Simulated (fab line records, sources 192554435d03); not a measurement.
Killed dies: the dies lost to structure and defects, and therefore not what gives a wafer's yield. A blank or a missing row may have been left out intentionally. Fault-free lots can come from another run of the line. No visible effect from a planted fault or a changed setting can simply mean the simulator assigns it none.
Lot-split experiment ; flow n5Finfet ; 7 lots, 21 wafers read, on a route of 1938 steps

THE SPLIT
At N5_BEOL_M5_TRENCH_ETCH_37 (etches SiCOH lowk in C4F6/O2, target depth 71.652 nm, time 24.7 s), the setting biasW was moved away from the recipe's 185 W on 7 of the 21 wafers read, by +6.2% to +16.2%. All remaining wafers had this setting at the recipe value.

The reading comes from the split's own step.

THE READING
rfVppV, in V, at N5_BEOL_M5_TRENCH_ETCH_37 (etches SiCOH lowk in C4F6/O2, target depth 71.652 nm, time 24.7 s). Typical for fault-free wafers on this fab line: 663 V, with standard deviation 16 V.

wafer;tool, chamber at the split;biasW as run, W;against the recipe;rfVppV, V;against lot-mates on the recipe
L075.2;rieDiel-04, 1;214.9;+16.2%;744;+85
L075.3;rieDiel-04, 3;214.9;+16.2%;754;+95
L075.6;rieDiel-04, 1;185;recipe;659;-
L079.3;rieDiel-04, 0;204.6;+10.6%;728;+68
L079.4;rieDiel-04, 1;185;recipe;660;-
L079.6;rieDiel-04, 2;204.6;+10.6%;686;+26
L081.1;rieDiel-05, 0;185;recipe;657;-
L081.2;rieDiel-05, 1;185;recipe;663;-
L081.4;rieDiel-05, 3;185;recipe;653;-
L088.1;rieDiel-01, 2;185;recipe;662;-
L088.2;rieDiel-01, 3;185;recipe;658;-
L088.4;rieDiel-01, 1;196.5;+6.2%;697;+37
L091.2;rieDiel-04, 1;200.2;+8.2%;703;+43
L091.4;rieDiel-04, 1;185;recipe;660;-
L091.6;rieDiel-04, 0;200.2;+8.2%;715;+55
L095.1;rieDiel-01, 0;185;recipe;696;-
L095.3;rieDiel-01, 2;185;recipe;662;-
L095.4;rieDiel-01, 3;185;recipe;656;-
L096.4;rieDiel-01, 0;185;recipe;697;-
L096.5;rieDiel-01, 2;185;recipe;663;-
L096.6;rieDiel-01, 3;185;recipe;657;-

FIT RESULTS
A straight line over all 21 wafers: rfVppV changes by +4.97 V for each +1% of biasW; r = +0.90; the points scatter about the line by 14 V.
The same after taking each lot's own level away (the mean of its wafers on the recipe; 21 wafers): +5.36 V for each +1%; r = +0.92; scatter 13 V.
The reading moves by 87 V for the largest change in biasW, on that fit.
Across the lots, their own levels run from 657.7 to 672.3 V, a range of 0.9 times the standard deviation given above.
Hence the lot-to-lot level has little effect on the slope; both slopes agree.
Check: with one of the wafers moved furthest among these (+16.2%) left out of the fit, the line predicts +87.4 V for it against its lot-mates. It came out at +85 V against them.
Tool readings at the split's step, against how far the setting was moved: rfVppV r = +0.90.

OTHER SPLITS APPLIED TO THESE WAFERS
These wafers also went through other splits before the reading. Each is held against what the fit with the lots' levels taken away leaves over:
other split on the same wafers;wafers away from the commonest value;r with rfVppV (lot level and that fit taken away)
N5_BEOL_M3_COAT_05 spinRpm;2;+0.15
N5_BEOL_M4_EXPOSE_08 doseMj;6;+0.24
N5_BEOL_M5_VIA_ETCH_34 sourceW;7;-0.45

FILE'S OWN FIT
rfVppV changes by +5.37 V for each +1% of biasW, r = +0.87.
